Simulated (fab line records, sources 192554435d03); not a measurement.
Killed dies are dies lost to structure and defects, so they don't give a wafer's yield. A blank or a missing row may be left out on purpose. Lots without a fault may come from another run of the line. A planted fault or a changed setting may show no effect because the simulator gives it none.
fab line records | flow n5_finfet
record lots=3 wafers=9 last_day=15
route steps=1938 shown BEOL_M4@1099 BEOL_M5@1112 BEOL_M15@1830 PASSIVATION@1936
lots that met no fault: from a run of the same line without faults
start_h: hours from the record's first day to the start of the lot's first wafer shown | wait_h: hours since the lot's step before | " the same as in the row above | L1.1+2: a row that stands for several wafers | - no value, or no start given | * or withheld: withheld | < > ~ a bound
route shown NAME@n: a module of which the file shows steps, and the number in the route of the first | usual: mean/standard deviation of fault-free wafers | same: alike in all rows | chamber/n: place in a boat | sites: the reading at each site | _std_site: their standard deviation | _edge_site: outer sites' mean less inner sites' | radius_mm: how far each site lies from the wafer's centre | mask NAME#n: copy n | behind: the tool/chamber that last shaped the wafer | hold: why the lot was held/for how many hours/how that ended | device: the transistor (n, p or np) that didn't switch | end of line: the same wafers' tests at the end of the route | a step without rows: its recipe alone | killed: dies lost to structure and defects at the first sort, not the wafer's yield | map: a wafer's dies, x killed, . not, _ none there
set.NAME: the setting as run; set.NAME@STEP: as run at that earlier step | model.NAME: the simulator's own value behind a step, which no gauge read
lots at some steps of the route; a table a step, a row a wafer
services: from which hour (start_h, from the record's first day; less than 0 if before it) a tool's chamber was out of use, for how many hours, and why
## steps
# step N5_BEOL_M4_ANNEAL_95
# recipe temp_c=400 time_s=240 ambient=vacuum
# step N5_BEOL_M4_SPUTTER_96
# recipe material=Cu target_thk_a=45 temp_c=-20 chamber_pressure_pa=0.07 power_w=withheld time_s=8.29
# step N5_BEOL_M4_ECD_50
# recipe material=Cu target_thk_a=3000
# step N5_BEOL_M4_ANNEAL_51
# recipe temp_c=225 time_s=90 ambient=N2
# step N5_BEOL_M4_CMP_52
# recipe stop_on=SiOC t_overpolish_s=6.8 down_force_psi=1 platen_rpm=50 clearing_platen_down_force_psi=1.5 clearing_platen_rpm=50 post_cmp_clean=cu_alkaline target_thk_nm=40 clearing_platen_pad_velocity_m_s=0.99484 pad_velocity_m_s=0.99484
# step N5_BEOL_M4_PRE_CLEAN_60
# recipe gas=NH3/H2 time_s=15 temp_c=* rf_power_w=300
# step N5_BEOL_M4_CO_CAP_55
# recipe material=Co target_thk_a=20 temp_c=200 precursor=CCTBA/H2 pressure_torr=30 time_s=102.1
# step N5_BEOL_M4_PRE_CLEAN_56
# recipe gas=NH3 time_s=15 temp_c=withheld rf_power_w=300
# step N5_BEOL_M4_DEP_57
# recipe material=SiCN target_thk_a=80 temp_c=withheld precursor=3MS/NH3 pressure_torr=3 rf_w=202 time_s=14
# step N5_BEOL_M4_RC_MEAS_101
# usual DIBL_N=36.3/1.4 DIBL_P=36.2/1.5 IOFF_N=0.160/0.021 IOFF_P=0.211/0.027 ION_N=676/7.7 ION_P=463/5.5 SS_N=71.4/0.57 SS_P=73.3/0.58 VT_N=249.3/2.5 VT_P=-250.1/2.6
# columns lot.wafer tool chamber start_h wait_h DIBL_N[mV/V] DIBL_P[mV/V] IOFF_N[nA/um] IOFF_P[nA/um] ION_N[uA/um] ION_P[uA/um] SS_N[mV/dec] SS_P[mV/dec] VT_N[mV] VT_P[mV]
L169.2 prober-01 0 181.69 0.2 38.7 38.4 0.179 0.243 674 463 71.8 73.8 248.3 -248.6
L169.3 " 0 " " 39.5 39.5 0.202 0.268 682 467 72.1 74.0 244.0 -247.0
L169.6 " 0 " " 38.9 38.5 0.187 0.254 680 465 71.6 73.5 246.7 -246.5
L172.2 prober-02 0 189.22 0.2 36.8 37.2 0.173 0.187 680 459 71.1 72.8 248.1 -253.8
L172.3 " 0 " " 36.9 38.3 0.183 0.199 684 463 71.6 73.1 245.8 -252.4
L172.6 " 0 " " 36.9 37.6 0.168 0.188 679 464 70.8 72.3 247.7 -256.4
L183.2 prober-02 0 260.93 0.2 38.2 36.8 0.173 0.255 680 475 72.0 73.2 246.5 -247.3
L183.3 " 0 " " 39.0 37.5 0.184 0.272 672 468 72.5 73.5 247.7 -243.9
L183.5 " 0 " " 36.9 35.7 0.155 0.238 669 465 71.5 73.7 249.3 -247.5
# step N5_BEOL_M5_ILD_DEP_00
# recipe material=SiCOH_lowk target_thk_a=1406.4 temp_c=300 precursor=DEMS/porogen pressure_torr=5 rf_w=500 time_s=25.9
# step N5_BEOL_M5_CURE_79
# recipe temp_c=385 time_s=240 ambient=He/Ar material=SiCOH_lowk
# step N5_BEOL_M5_PECVD_70
# recipe material=SiO2 target_thk_a=160 temp_c=400 precursor=TEOS/O2 pressure_torr=5.5 rf_w=450 teos_flow_sccm=53.8 gas=O2 flow_sccm=3000 time_s=18
# step N5_BEOL_M5_HM_DEP_02
# recipe material=TiN target_thk_a=200 temp_c=25 chamber_pressure_pa=0.49996
# step N5_BEOL_M5_COAT_59
# recipe resist=SOC temp_c=250 time_s=60 spin_rpm=1500 resist_thk_nm=60
# step N5_BEOL_M5_COAT_60
# recipe resist=SiARC temp_c=220 time_s=60 spin_rpm=1500 resist_thk_nm=12
# step N5_BEOL_M5_COAT_71
# recipe resist=underlayer temp_c=205 time_s=60 spin_rpm=1500 resist_thk_nm=5
# step N5_BEOL_M5_COAT_05
# recipe resist=CAR-EUV spin_rpm=1500 resist_thk_nm=30
# step N5_BEOL_M5_EBR_07
# recipe solvent=PGMEA ebr_width_mm=1.5
# step N5_BEOL_M5_SOFTBAKE_06
# recipe temp_c=110 time_s=60 resist=CAR-EUV
# step N5_BEOL_M5_EXPOSE_08
# recipe mask_id=M5 na=0.33 source_shape=annular sigma_inner=0.4 sigma_outer=0.8 polarization=unpolarized target_cd_nm=28 dose_mj=35.75
# step N5_BEOL_M5_PEB_09
# recipe peb_temp_c=100 peb_time_s=60 resist=CAR-EUV
# step N5_BEOL_M5_DEVELOP_10
# recipe develop_time_s=30 developer=TMAH resist=CAR-EUV rinse_liquid=surfactant_rinse dry=air_spin dev_temp_c=23
# step N5_BEOL_M5_DESCUM_16
# recipe chemistry=O2 time_s=7 source_power_w=50 bias_power_w=20 pressure_mtorr=20 rf_frequency_hz=2.712e+07 temp_c=40 resist=CAR-EUV o2_flow_sccm=225
# step N5_BEOL_M5_ETCH_72
# recipe chemistry=N2/H2 target=underlayer target_depth_a=65 mask_material=CAR-EUV time_s=5.2 ion_energy_ev=200 pressure_mtorr=30 source_w=840 bias_w=150 n2_flow_sccm=200 h2_flow_sccm=200 ends=cleared
# step N5_BEOL_M5_ETCH_61
# recipe chemistry=CF4 target=SiARC target_depth_a=156 mask_material=CAR-EUV time_s=26 ion_energy_ev=80 pressure_mtorr=40 source_w=545 bias_w=36 Ar_flow_sccm=100 cf4_flow_sccm=100 ends=cleared
# step N5_BEOL_M5_ETCH_62
# recipe chemistry=N2/H2 target=SOC target_depth_a=750 overetch_a=150 mask_material=SiARC temp_c=40 time_s=112.5 ion_energy_ev=200 pressure_mtorr=30 source_w=840 bias_w=150 n2_flow_sccm=200 h2_flow_sccm=200
# step N5_BEOL_M5_STRIP_63
# recipe chemistry=N2/H2 temp_c=40 n2_flow_sccm=200 h2_flow_sccm=200 rf_frequency_hz=6e+07
# step N5_BEOL_M5_STRIP_73
# recipe chemistry=N2/H2 temp_c=40 n2_flow_sccm=200 h2_flow_sccm=200 rf_frequency_hz=6e+07
# step N5_BEOL_M5_STRIP_64
# recipe chemistry=CF4 resist=SiARC power_w=300 bias_power_w=75 pressure_mtorr=50 cf4_flow_sccm=150 rf_frequency_hz=6e+07
# step N5_BEOL_M5_HM_OPEN_17
# recipe chemistry=Cl2/BCl3 target_depth_a=200 overetch_a=60 target=TiN mask_material=SOC ion_energy_ev=150 pressure_mtorr=10 icp_w=1000 bias_w=126 Cl2_flow_sccm=53.25 bcl3_flow_sccm=21.75 Ar_flow_sccm=25
# step N5_BEOL_M5_STRIP_19
# recipe chemistry=O2 power_w=400 temp_c=40 pressure_mtorr=30 rf_frequency_hz=6e+07 bias_power_w=0 overash_fraction=0.2 o2_flow_sccm=225
# step N5_BEOL_M5_COAT_65
# recipe resist=SOC temp_c=250 time_s=60 spin_rpm=1500 resist_thk_nm=60
# step N5_BEOL_M5_COAT_66
# recipe resist=SiARC temp_c=220 time_s=60 spin_rpm=1500 resist_thk_nm=12
# step N5_BEOL_M5_ALD_86
# recipe material=TaN target_thk_a=* temp_c=275 ald_precursor_family=PDMAT ald_co_reactant=NH3 pressure_torr=3 carrier_flow_sccm=1500 pulse_time_s=2 purge_time_s=3 co_reactant_purge_time_s=2 co_reactant_pulse_time_s=3 ald_cycles=30 precursor_vessel_temp_c=75 precursor_vessel_pressure_torr=26.25 precursor_vessel_carrier_sccm=1000
# usual heater_power_w=414/47
# columns lot.wafer tool chamber start_h wait_h heater_power_w
L169.2 ald_metal-02 1 187.25 0.1 373
L169.3 " 2 " " 538
L169.6 " 3 " " 448
L172.2 ald_metal-04 2 197.80 0.1 480
L172.3 " 0 " " 413
L172.6 " 3 " " 388
L183.2 ald_metal-04 0 267.96 0.1 417
L183.3 " 3 " " 369
L183.5 " 0 " " 408
# step N5_BEOL_M15_RC_MEAS_101
# usual COMB_M10=1.4e-11/3.2e-12 COMB_M11=1.4e-11/3.1e-12 COMB_M12=6.3e-12/1.4e-12 COMB_M13=4.3e-12/9.4e-13 COMB_M14=3.3e-12/8.2e-13 COMB_M15=2.3e-12/5.4e-13 COMB_M5=3.6e-11/6.7e-12 COMB_M5_max_site=5.2e-11/1.2e-11 COMB_M6=2.4e-11/5e-12 COMB_M7=2.5e-11/4.8e-12 COMB_M8=2.5e-11/5.2e-12 COMB_M9=1.4e-11/3.1e-12 SERP_M10=3.08/0.059 SERP_M10_max_site=3.16/0.071 SERP_M11=3.04/0.058 SERP_M12=0.632/0.011 SERP_M13=0.309/0.0048 SERP_M14=0.1610/0.0025 SERP_M5=38.3/1.3 SERP_M5_max_site=39.7/1.6 SERP_M6=13.8/0.44 SERP_M7=13.9/0.4 SERP_M7_max_site=14.4/0.48 SERP_M8=14.0/0.42 SERP_M9=3.06/0.068
# columns lot.wafer tool chamber start_h wait_h COMB_M10[S/m] COMB_M11[S/m] COMB_M12[S/m] COMB_M13[S/m] COMB_M14[S/m] COMB_M15[S/m] COMB_M5[S/m] COMB_M5_max_site[S/m] COMB_M6[S/m] COMB_M7[S/m] COMB_M8[S/m] COMB_M9[S/m] SERP_M10[ohm/um] SERP_M10_max_site[ohm/um] SERP_M11[ohm/um] SERP_M12[ohm/um] SERP_M13[ohm/um] SERP_M14[ohm/um] SERP_M5[ohm/um] SERP_M5_max_site[ohm/um] SERP_M6[ohm/um] SERP_M7[ohm/um] SERP_M7_max_site[ohm/um] SERP_M8[ohm/um] SERP_M9[ohm/um]
L169.2 prober-01 0 268.80 0.2 2.3e-11 1.6e-11 4.4e-12 4.8e-12 3.2e-12 2.8e-12 3.6e-11 5.1e-11 2.9e-11 3.1e-11 2.6e-11 1.5e-11 3.12 3.16 3.08 0.636 0.310 0.1621 38.5 40.3 13.2 14.1 14.5 14.3 3.02
L169.3 " 0 " " 2e-11 1e-11 8.4e-12 2.8e-12 4.4e-12 3e-12 2.9e-11 3.4e-11 2.7e-11 3e-11 2.1e-11 1.4e-11 3.08 3.23 3.00 0.628 0.304 0.1615 37.1 38.6 13.2 13.8 14.5 13.9 2.97
L169.6 " 0 " " 1.2e-11 1.2e-11 5.4e-12 3.9e-12 3.9e-12 3.4e-12 3e-11 4e-11 3.1e-11 3e-11 2.3e-11 1.3e-11 3.16 3.26 3.06 0.613 0.311 0.1624 39.0 39.8 12.9 14.2 14.8 13.9 2.98
L172.2 prober-01 0 278.24 0.2 1.5e-11 1.7e-11 9.1e-12 4.5e-12 3e-12 3e-12 3.9e-11 6.8e-11 2.3e-11 2.4e-11 3.3e-11 1.6e-11 3.07 3.13 3.07 0.649 0.312 0.1597 37.6 39.1 14.3 13.7 14.4 14.7 3.08
L172.3 " 0 " " 1.8e-11 1.6e-11 6.3e-12 5.1e-12 3.2e-12 2.4e-12 2.7e-11 3.2e-11 1.7e-11 1.8e-11 3.8e-11 1.7e-11 3.05 3.11 2.99 0.633 0.312 0.1600 35.5 37.7 15.2 14.1 14.3 14.2 3.07
L172.6 " 0 " " 1.4e-11 1.1e-11 8.9e-12 5.5e-12 2.8e-12 3e-12 3.4e-11 6.6e-11 2.1e-11 1.9e-11 3.5e-11 1.3e-11 3.03 3.11 3.12 0.627 0.319 0.1619 37.1 37.7 14.3 13.4 13.9 14.9 2.94
L183.2 prober-02 0 352.38 0.2 1.2e-11 1e-11 6e-12 5.8e-12 2.8e-12 2.2e-12 4.7e-11 8.8e-11 2.4e-11 3e-11 2.3e-11 2e-11 3.06 3.12 3.00 0.657 0.317 0.1637 37.7 39.2 13.8 13.4 13.6 14.3 2.95
L183.3 " 0 " " 1.3e-11 1.1e-11 5.3e-12 3.9e-12 2e-12 1.4e-12 4.4e-11 5.1e-11 1.8e-11 2.8e-11 1.9e-11 9e-12 2.96 3.03 2.99 0.621 0.303 0.1600 37.9 39.8 13.3 13.7 14.2 14.1 3.00
L183.5 " 0 " " 1.3e-11 1.5e-11 7e-12 3.7e-12 2.6e-12 1.9e-12 3.9e-11 7.5e-11 2e-11 3.4e-11 2.5e-11 1.5e-11 3.02 3.05 3.02 0.653 0.320 0.1659 36.3 37.9 14.2 13.4 14.1 14.1 2.95
# step N5_PASSIVATION_PROBE_49
# usual defect_limited_yield=91.3/1.4 killed_at_M0_to_M3=34/10 killed_at_M4_up=13/4.8 killed_at_contacts=12/6.1 killed_at_front_end=40/11 killed_at_other=3.7/2.8 killed_dies=103/16 killed_on_rim=13/3.6 killed_open=67/12 killed_short=34/7.4 sort_bin_4_leakage=0/0 sort_bin_5_function=5.1/0.95 sort_bin_6_memory=3.2/0.62 sort_n_pass=1077/16 sort_yield_pct=91.3/1.4
# same gross_dies=1180 killed_at_back_side=0 sort_bin_8_speed[%]=0
# columns lot.wafer tool chamber start_h wait_h defect_limited_yield[%] killed_at_M0_to_M3 killed_at_M4_up killed_at_contacts killed_at_front_end killed_at_other killed_dies killed_on_rim killed_open killed_short sort_bin_4_leakage[%] sort_bin_5_function[%] sort_bin_6_memory[%] sort_n_pass sort_yield_pct[%]
L169.2 prober-01 - 284.88 0.1 91.2 35 4 13 49 3 104 12 60 44 0 5.0 3.2 1076 91.2
L169.3 prober-01 - 284.93 0.1 89.5 44 5 30 44 1 124 13 88 35 0 5.8 4.4 1056 89.5
L169.6 prober-01 - 285.08 0.3 89.7 48 11 18 42 3 122 19 96 25 0 6.3 3.8 1058 89.7
L172.2 prober-01 - 289.46 0.1 93.1 29 9 11 32 1 82 7 53 29 0 4.5 2.2 1098 93.1
L172.3 prober-01 - 289.51 0.1 89.9 36 13 24 43 3 119 13 81 38 0 6.1 3.4 1061 89.9
L172.6 prober-01 - 289.66 0.3 93.1 19 12 15 33 2 81 12 58 23 0 4.0 2.7 1099 93.1
L183.2 prober-01 - 368.67 0.1 91.3 22 12 3 59 7 103 16 59 39 0.42 5.3 3.0 1077 91.3
L183.3 prober-01 - 368.72 0.1 94.0 17 9 4 37 4 71 10 53 16 0 3.1 2.6 1109 94.0
L183.5 prober-01 - 368.82 0.2 91.4 24 7 14 49 7 101 15 65 30 0.42 4.2 3.7 1079 91.4
# killed by level:class
L169.2 FIN_SAQP:geometric_particle:short=15 FIN_SAQP:geometric_particle:open=13 MOL_CONTACT_COAG:geometric_particle:open=11 BEOL_M0_SAQP:geometric_particle:open=10 BEOL_M0_SAQP:geometric_particle:short=8 STI_FIN_REVEAL:geometric_particle:open=7 BEOL_M1:geometric_particle:open=4 GATE_CUT:geometric_particle:short=3
L169.3 MOL_CONTACT_COAG:geometric_particle:open=30 BEOL_M0_SAQP:geometric_particle:open=17 FIN_SAQP:geometric_particle:open=14 BEOL_M0_SAQP:geometric_particle:short=9 FIN_SAQP:geometric_particle:short=8 GATE_CUT:geometric_particle:short=7 BEOL_M1:geometric_particle:open=7 BEOL_M2:geometric_particle:open=4
L169.6 MOL_CONTACT_COAG:geometric_particle:open=17 STI_FIN_REVEAL:geometric_particle:open=11 BEOL_M1:geometric_particle:open=11 BEOL_M2:geometric_particle:open=10 BEOL_M3:geometric_particle:open=10 FIN_SAQP:geometric_particle:open=7 BEOL_M0_SAQP:geometric_particle:short=7 FIN_SAQP:geometric_particle:short=5
L172.2 FIN_SAQP:geometric_particle:open=10 BEOL_M0_SAQP:geometric_particle:open=9 STI_FIN_REVEAL:geometric_particle:open=7 FIN_SAQP:geometric_particle:short=6 MOL_CONTACT_COAG:geometric_particle:open=6 BEOL_M1:geometric_particle:open=6 MOL_CONTACT_COAG:geometric_particle:short=5 BEOL_M0_SAQP:geometric_particle:short=4
L172.3 MOL_CONTACT_COAG:geometric_particle:open=18 STI_FIN_REVEAL:geometric_particle:open=16 BEOL_M0_SAQP:geometric_particle:open=9 BEOL_M0_SAQP:geometric_particle:short=8 FIN_SAQP:geometric_particle:short=7 MOL_CONTACT_COAG:geometric_particle:short=6 BEOL_M4:geometric_particle:open=6 BEOL_M3:geometric_particle:short=5
L172.6 FIN_SAQP:geometric_particle:open=10 MOL_CONTACT_COAG:geometric_particle:open=10 STI_FIN_REVEAL:geometric_particle:open=7 BEOL_M2:geometric_particle:open=6 BEOL_M4:geometric_particle:open=6 MOL_CONTACT_COAG:geometric_particle:short=5 FIN_SAQP:geometric_particle:short=3 DUMMY_GATE:geometric_particle:open=3
L183.2 FIN_SAQP:geometric_particle:open=16 FIN_SAQP:geometric_particle:short=14 STI_FIN_REVEAL:geometric_particle:open=11 DUMMY_GATE:geometric_particle:open=5 BEOL_M1:geometric_particle:open=5 M5:area_ald=5 STI_FIN_REVEAL:geometric_particle:short=4 BEOL_M2:geometric_particle:open=4
L183.3 FIN_SAQP:geometric_particle:open=11 STI_FIN_REVEAL:geometric_particle:open=6 DUMMY_GATE:geometric_particle:open=6 BEOL_M2:geometric_particle:open=5 MOL_CONTACT_COAG:geometric_particle:open=4 BEOL_M0_SAQP:geometric_particle:short=3 BEOL_M8:geometric_particle:open=3 BEOL_M3:geometric_particle:open=3
L183.5 FIN_SAQP:geometric_particle:open=15 MOL_CONTACT_COAG:geometric_particle:open=11 BEOL_M2:geometric_particle:open=9 FIN_SAQP:geometric_particle:short=7 STI_FIN_REVEAL:geometric_particle:open=5 GATE_CUT:geometric_particle:short=5 M5:area_ald=5 BEOL_M0_SAQP:geometric_particle:open=4
# map L183.2 (x killed, . not)
_________________x.........x.________________
______________..........x..x...._____________
___________xxx...........x.........__________
__________..............x........xxx_________
________..................x.........x._______
_______.............x.....x..x......x..______
______.x.......x........................_____
_____............xx......................____
____......................................___
___....................x.....x...x.x....x..__
___.x.......x............x...........x.....__
__............x...x.............x..........._
__..................x......................x_
_...x.....x...................x..............
_..........x.................................
_..x.x....x....x..x........x.............x...
_x.............x.....x.x..............x......
_x....x..x.x.xx.............x...x............
_....x..................xx..xx.............x.
_........x...................................
_.....x.......................xx..x....x.....
__.................x.....x...xx............._
__........................................x._
___.....x..............x................x..__
___.....x...............x.x..........xx....__
____.........x.............x..............___
_____..x.x...........x...................____
______......................x..........._____
_______.x.x......x...x.............x..x______
________..................xx.........._______
__________................x........._________
___________...........x.....x......__________
______________.................._____________
_________________.........x..________________
# map L172.3 (x killed, . not)
_________________............________________
______________...xx............._____________
___________.x...x.......x..........__________
__________........x.x..xxx.x...x..x._________
________........x...............x....._______
_______.......x................x.x.....______
______......x.......................x..._____
_____....x..x.............x....x..x......____
____......................................___
___...x...x.................x..x...........__
___..........................x.x....x......__
__..x...........................x.x.....x..._
__..........x...x..x......x.x...xxx........._
_.................x..........................
_..x...........x.......................x.x...
_.x.........x........x.......................
_...........................................x
_x..x....x........x..x.x...x.x....x..........
_..........xx........xx.x....x...x....x......
_........x..................x....x..x........
_............x..............x...x....x.......
__.......................xx................._
__xxx..x..........x.......x.............xx.._
___............x.x..........x..............__
___..............xx........x..x.x...x......__
____..x......x...........x................___
_____........x...........................____
______.........................x..x..x.._____
_______.....x..............x......x....______
________.................x.........x.._______
__________.x...x......x.........x..._________
___________...............x........__________
______________....x...........x._____________
_________________.x...xx.....________________
## services
# columns tool chamber start_h hours kind
ald_metal-04 - 164.45 8.7 pm
ald_metal-02 3 208.65 4.7 repair
ald_metal-04 2 227.57 7.6 repair
## key
first_sign step=N5_BEOL_M15_RC_MEAS_101 reading=COMB_M5_max_site direction=up sigmas=2.5 usual=5.2e-11 struck=8.1e-11
effect step=N5_PASSIVATION_PROBE_49 reading=sort_bin_4_leakage direction=up sigmas=5 usual=0 struck=0.42
met_at N5_BEOL_M5_ALD_86
struck_wafers L183.2,L183.5
onset_between 197.80 267.96
fault kind=site_profile_drift tool=ald_metal-04 chamber=0 onset_h=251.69 steps=N5_BEOL_M5_ALD_86 basis=fraction max_abs_drift=0.25399 slope_share_per_hr=56.441 site_pattern=0,0,0,0,0,-1,-1,-1,-1
